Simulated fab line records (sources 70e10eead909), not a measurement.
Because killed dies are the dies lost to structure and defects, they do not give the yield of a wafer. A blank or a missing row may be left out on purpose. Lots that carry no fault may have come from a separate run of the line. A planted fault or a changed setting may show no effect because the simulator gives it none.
Chamber matching || flow nand harc || rie diel-09 running NHARC_P_STI_DESCUM_14: 4 sister chambers
The step chemistry O2, time 3 s. 4 wafers are shown with their chamber, then 8 later ones without.

== WAFERS, EACH WITH ITS CHAMBER ==
{"wafer": "L081.1", "chamber": 3, "drypump motor current A (A)": 6.04}
{"wafer": "L081.2", "chamber": 1, "drypump motor current A (A)": 5.65}
{"wafer": "L081.3", "chamber": 0, "drypump motor current A (A)": 6.00}
{"wafer": "L081.4", "chamber": 2, "drypump motor current A (A)": 6.03}

== WAFERS MISSING THEIR CHAMBER ==
{"wafer": "L081.5", "drypump motor current A (A)": 5.65}
{"wafer": "L081.6", "drypump motor current A (A)": 6.03}
{"wafer": "L082.1", "drypump motor current A (A)": 5.98}
{"wafer": "L082.2", "drypump motor current A (A)": 6.05}
{"wafer": "L082.3", "drypump motor current A (A)": 6.08}
{"wafer": "L082.4", "drypump motor current A (A)": 5.68}
{"wafer": "L082.5", "drypump motor current A (A)": 6.05}
{"wafer": "L082.6", "drypump motor current A (A)": 6.09}

== THE CHAMBER EACH PASSED THROUGH ==
{"wafer": "L081.5", "from the rows above": 1, "in truth": 1}
{"wafer": "L081.6", "from the rows above": "can't be placed: 2 or 3 or 0", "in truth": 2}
{"wafer": "L082.1", "from the rows above": "can't be placed: 0 or 2 or 3", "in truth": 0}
{"wafer": "L082.2", "from the rows above": "can't be placed: 3 or 2 or 0", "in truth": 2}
{"wafer": "L082.3", "from the rows above": "can't be placed: 3 or 2 or 0", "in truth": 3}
{"wafer": "L082.4", "from the rows above": 1, "in truth": 1}
{"wafer": "L082.5", "from the rows above": "can't be placed: 3 or 2 or 0", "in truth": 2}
{"wafer": "L082.6", "from the rows above": "can't be placed: 3 or 2 or 0", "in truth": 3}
Correctly placed: 2 of 8. Cannot be placed on the basis of these rows: 6; the candidates contain the true chamber in 6. Placed wrongly: 0.
How it was worked out, from the rows above alone: a wafer's distance from a chamber is the root of the sum, over the readings, of the square of ((its reading less the chamber's mean) divided by the reading's scatter). The wafer belongs to the nearest chamber; if the next one is less than 2 further off, it can't be placed. A chamber's mean is the mean of its shown wafers. The scatter: with one shown wafer a chamber, the root of the mean of the squares of how far each hidden wafer lies from its nearest shown one.
